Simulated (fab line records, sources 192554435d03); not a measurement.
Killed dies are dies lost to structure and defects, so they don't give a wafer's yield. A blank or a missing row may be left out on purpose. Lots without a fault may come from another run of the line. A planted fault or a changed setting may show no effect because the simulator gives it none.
Which tool did it? | flow n5_finfet | 10 lots, 28 wafers sampled, at 6 steps of a route of 1938

WHAT THE GAUGES READ, wafer by wafer
N5_SDB_CD_MEAS_11: target cd 50 nm.
lot  | measured    | on        | cd_nm (nm)
L481 | day 3 18:54 | cd_sem-01 | 48.4 48.9 47.6
L484 | day 4 10:37 | cd_sem-03 | 51.8 50.6 50.2
L487 | day 5 05:13 | cd_sem-01 | 48.1 47.8
L490 | day 6 00:04 | cd_sem-01 | 41.5 40.5 39.6
L491 | day 6 10:06 | cd_sem-03 | 44.4 41.6 41.5
L497 | day 8 01:44 | cd_sem-02 | 48.8 49.3
L498 | day 8 03:59 | cd_sem-01 | 49.0 50.1 50.1
L499 | day 8 05:19 | cd_sem-02 | 49.9 48.7 48.1
L500 | day 8 14:11 | cd_sem-03 | 48.9 48.5 48.0
L502 | day 8 23:07 | cd_sem-01 | 50.0 52.0 53.2

N5_SDB_OVL_MEAS_12.
lot  | measured    | on         | SDB_OVL (nm)
L481 | day 3 18:56 | overlay-01 | -1.7 -1.3 -1.4
L484 | day 4 10:39 | overlay-02 | -0.1 0.8 -0.2
L487 | day 5 05:14 | overlay-01 | 1.8 0.5
L490 | day 6 00:05 | overlay-01 | -0.3 -1.7 -0.5
L491 | day 6 10:08 | overlay-01 | 0.1 0.5 -0.8
L497 | day 8 01:46 | overlay-02 | -0.3 -0.3
L498 | day 8 04:01 | overlay-02 | -0.2 -0.7 0.1
L499 | day 8 05:21 | overlay-02 | 0.5 0.5 0.9
L500 | day 8 14:13 | overlay-02 | -0.1 0.3 0.4
L502 | day 8 23:09 | overlay-02 | 0.5 0.5 -0.9

N5_BEOL_M4_RC_MEAS_101.
lot  | measured     | on        | DIBL_N (mV/V)  | DIBL_P (mV/V)  | IOFF_N (nA/um) | IOFF_P (nA/um) | ION_N (uA/um) | ION_P (uA/um) | SS_N (mV/dec)  | SS_P (mV/dec)  | VT_N (mV)   | VT_P (mV)
L481 | day 7 21:28  | prober-02 | 39.4 37.9 40.5 | 39.7 38.3 40.5 | 0.20 0.16 0.22 | 0.27 0.24 0.30 | 685 692 695   | 474 480 473   | 72.3 71.5 71.9 | 73.8 72.9 74.1 | 249 249 247 | -244 -249 -245
L484 | day 8 10:56  | prober-01 | 36.5 37.6 35.0 | 38.4 38.5 35.3 | 0.18 0.20 0.13 | 0.25 0.26 0.19 | 678 701 649   | 464 476 453   | 71.1 71.8 70.9 | 73.2 73.6 72.6 | 247 245 255 | -246 -246 -250
L487 | day 10 22:53 | prober-02 | 36.6 36.7      | 37.4 37.1      | 0.16 0.17      | 0.21 0.20      | 689 683       | 469 461       | 71.8 71.7      | 73.1 73.0      | 249 249     | -250 -253
L490 | day 11 03:40 | prober-01 | 40.9 37.9 39.6 | 41.8 38.4 40.5 | 0.28 0.17 0.23 | 0.27 0.20 0.25 | 720 669 676   | 480 458 452   | 72.5 71.7 71.9 | 74.7 74.6 75.0 | 244 251 247 | -247 -252 -249
L491 | day 11 05:39 | prober-02 | 34.9 37.4 36.3 | 35.3 36.0 35.8 | 0.14 0.19 0.16 | 0.21 0.22 0.22 | 678 669 669   | 467 460 461   | 71.3 72.6 71.0 | 72.5 73.1 73.3 | 250 248 248 | -248 -251 -249
L497 | day 11 19:11 | prober-02 | 34.9 38.4      | 33.0 36.2      | 0.13 0.19      | 0.20 0.26      | 682 638       | 473 453       | 71.2 72.1      | 72.7 73.6      | 251 248     | -248 -246
L498 | day 12 12:38 | prober-02 | 37.7 38.0 38.6 | 38.1 37.1 38.9 | 0.20 0.19 0.20 | 0.25 0.23 0.26 | 704 680 692   | 477 468 468   | 71.0 71.1 72.1 | 74.4 73.9 73.7 | 247 249 247 | -249 -250 -247
L499 | day 12 15:38 | prober-02 | 37.8 36.7 36.5 | 38.2 37.2 35.5 | 0.20 0.18 0.17 | 0.24 0.22 0.19 | 681 684 670   | 466 465 459   | 71.0 71.7 71.9 | 73.6 73.4 72.6 | 243 248 248 | -247 -251 -249
L500 | day 13 04:14 | prober-01 | 34.2 37.1 35.1 | 33.9 35.9 34.9 | 0.14 0.18 0.14 | 0.18 0.22 0.21 | 684 680 660   | 469 471 455   | 70.8 71.7 72.4 | 72.9 73.4 72.9 | 252 252 251 | -252 -249 -246
L502 | day 13 12:28 | prober-01 | 34.8 37.0 40.3 | 33.8 35.0 41.5 | 0.12 0.15 0.24 | 0.17 0.19 0.32 | 681 644 707   | 468 444 482   | 71.7 71.8 72.2 | 72.6 72.1 73.8 | 251 253 243 | -254 -253 -244

WHICH TOOL RAN EACH LOT (tool, then ch and the chambers of the sampled wafers, then the start)
lot  | N5_SDB_EXPOSE_08                  | N5_SDB_ETCH_18                    | N5_SDB_HM_OPEN_20
L481 | arfi_scanner-02 ch 0, day 3 18:47 | rie_diel-03 ch 0,2,3, day 3 19:04 | rie_diel-03 ch 0,2,3, day 3 19:13
L484 | arfi_scanner-02 ch 0, day 4 10:30 | rie_diel-03 ch 0,1,2, day 4 10:49 | rie_diel-03 ch 0,1,2, day 4 10:58
L487 | arfi_scanner-02 ch 0, day 5 05:06 | rie_diel-03 ch 0, day 5 05:22     | rie_diel-03 ch 0, day 5 05:32
L490 | arfi_scanner-02 ch 0, day 5 23:56 | rie_diel-03 ch 0,2,3, day 6 00:13 | rie_diel-03 ch 0,2,3, day 6 00:22
L491 | arfi_scanner-02 ch 0, day 6 09:58 | rie_diel-05 ch 0,1,3, day 6 10:16 | rie_diel-05 ch 0,1,3, day 6 10:26
L497 | arfi_scanner-03 ch 0, day 8 01:37 | rie_diel-05 ch 2,3, day 8 01:54   | rie_diel-05 ch 2,3, day 8 02:04
L498 | arfi_scanner-01 ch 0, day 8 03:52 | rie_diel-04 ch 1,3, day 8 04:18   | rie_diel-04 ch 1,3, day 8 04:28
L499 | arfi_scanner-01 ch 0, day 8 05:12 | rie_diel-05 ch 1,2,3, day 8 05:38 | rie_diel-05 ch 1,2,3, day 8 05:47
L500 | arfi_scanner-03 ch 0, day 8 14:04 | rie_diel-03 ch 0,2,3, day 8 14:41 | rie_diel-03 ch 0,2,3, day 8 14:51
L502 | arfi_scanner-01 ch 0, day 8 23:00 | rie_diel-04 ch 0,1,2, day 8 23:25 | rie_diel-04 ch 0,1,2, day 8 23:34
- N5_SDB_EXPOSE_08: exposes mask SDB.
- N5_SDB_ETCH_18: etches SOC in N2/H2, target depth 100 nm, overetch 20 nm, time 150 s.
- N5_SDB_HM_OPEN_20: chemistry CH3F/O2, target SiNx, stops on poly-Si, target depth 24 nm.

WHAT THE TOOLS THEMSELVES READ (means of the sampled wafers that have a number; where no wafer has one, the mark that the record gives instead)
N5_SDB_EXPOSE_08.
lot  | tool            | exposure_dose_mJ_cm2
L481 | arfi_scanner-02 | 49.53
L484 | arfi_scanner-02 | 49.55
L487 | arfi_scanner-02 | 49.64
L490 | arfi_scanner-02 | 46.06
L491 | arfi_scanner-02 | 46.81
L497 | arfi_scanner-03 | 49.61
L498 | arfi_scanner-01 | 49.63
L499 | arfi_scanner-01 | 49.64
L500 | arfi_scanner-03 | 49.62
L502 | arfi_scanner-01 | 49.58

N5_SDB_ETCH_18.
lot  | tool        | drypump_motor_current_A (A) | oes_product_au (a.u.) | rf_vpp_V (V) | showerhead_plenum_p_Torr (Torr) | throttle_valve_pct (%)
L481 | rie_diel-03 | 5.7                         | 0.74                  | 525.5        | 2.65                            | 17.98
L484 | rie_diel-03 | 6.0                         | 0.68                  | 525.0        | 2.61                            | 18.15
L487 | rie_diel-03 | 5.7                         | 0.61                  | 525.6        | 2.63                            | 18.11
L490 | rie_diel-03 | 5.7                         | 0.72                  | 526.9        | 2.64                            | 18.01
L491 | rie_diel-05 | 5.6                         | 0.69                  | 525.4        | 2.59                            | 17.84
L497 | rie_diel-05 | 5.9                         | 0.74                  | 524.1        | 2.55                            | 17.73
L498 | rie_diel-04 | 6.1                         | 0.74                  | 521.0        | 2.45                            | 17.54
L499 | rie_diel-05 | 5.8                         | 0.73                  | 526.5        | 2.59                            | 17.70
L500 | rie_diel-03 | 5.7                         | 0.78                  | 525.7        | 2.63                            | 17.91
L502 | rie_diel-04 | 5.7                         | 0.68                  | 520.9        | 2.43                            | 17.64

N5_SDB_HM_OPEN_20.
lot  | tool        | drypump_motor_current_A (A) | oes_product_au (a.u.) | rf_vpp_V (V) | showerhead_plenum_p_Torr (Torr) | throttle_valve_pct (%)
L481 | rie_diel-03 | 5.7                         | 0.68                  | 301          | 2.08                            | 16.42
L484 | rie_diel-03 | 5.9                         | 0.61                  | 307          | 2.06                            | 16.65
L487 | rie_diel-03 | 5.7                         | 0.56                  | 306          | 2.06                            | 16.52
L490 | rie_diel-03 | 5.7                         | 0.66                  | 302          | 2.08                            | 16.46
L491 | rie_diel-05 | 5.6                         | 0.62                  | 307          | 2.03                            | 16.32
L497 | rie_diel-05 | 6.0                         | 0.68                  | 306          | 2.00                            | 16.23
L498 | rie_diel-04 | 6.1                         | 0.68                  | 290          | 1.94                            | 16.22
L499 | rie_diel-05 | 5.8                         | 0.69                  | 310          | 2.04                            | 16.20
L500 | rie_diel-03 | 5.7                         | 0.73                  | 300          | 2.07                            | 16.35
L502 | rie_diel-04 | 5.8                         | 0.63                  | 289          | 1.91                            | 16.15

THE ANSWER, worked out from the rows above alone
Rule: what is usual is taken from the lots themselves. Put in order of their means at a reading, lots are off if they are a third of the lots or fewer, leave a main group of 4 or more, and stand apart from it by a gap of 3 or more times the standard deviation of the main group's means; of several such gaps the widest counts. A main group whose means are all the same, to the digits that the tables above print for the reading, isn't used. A lot without any number at a reading at which 4 lots or more have one is off too. The other lots that the step has rows for count as sound. The gauges are gone through in route order, then the tools' own readings, and for those a lot's mean is taken as printed above. The first step at which some lot is off is used, and at that step the reading that is off furthest; a lot without a number counts as furthest.
Off: L490, L491, at N5_SDB_CD_MEAS_11 (cd_nm). The main group: mean 49.4 nm, standard deviation 1.2.
A tool fits if, at a process step before that reading, it ran every lot that is off, and no sound lot after the first of them. The gauges at N5_SDB_CD_MEAS_11 aren't tried: what is off there is off at N5_SDB_EXPOSE_08 too, on other tools, and a gauge's error can't cause that. One fits: arfi_scanner-02 at N5_SDB_EXPOSE_08. Its last sound lot is L487 (day 5 05:06), its first lot that is off L490 (day 5 23:56): a fault that began between those two fits.
The tool's own readings at N5_SDB_EXPOSE_08 bear it out: on the lots that are off they differ by more than 5 times the standard deviation of the sound lots' means. exposure_dose_mJ_cm2 reads 46.44 there against 49.60 on the sound lots.

WHAT THE SIMULATOR HAD PUT IN
Process parameter drift: arfi_scanner-02, from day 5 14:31 on, at N5_SDB_EXPOSE_08. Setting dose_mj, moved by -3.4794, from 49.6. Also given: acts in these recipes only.
Lots struck among those shown: L490, L491. The rule above found the same.
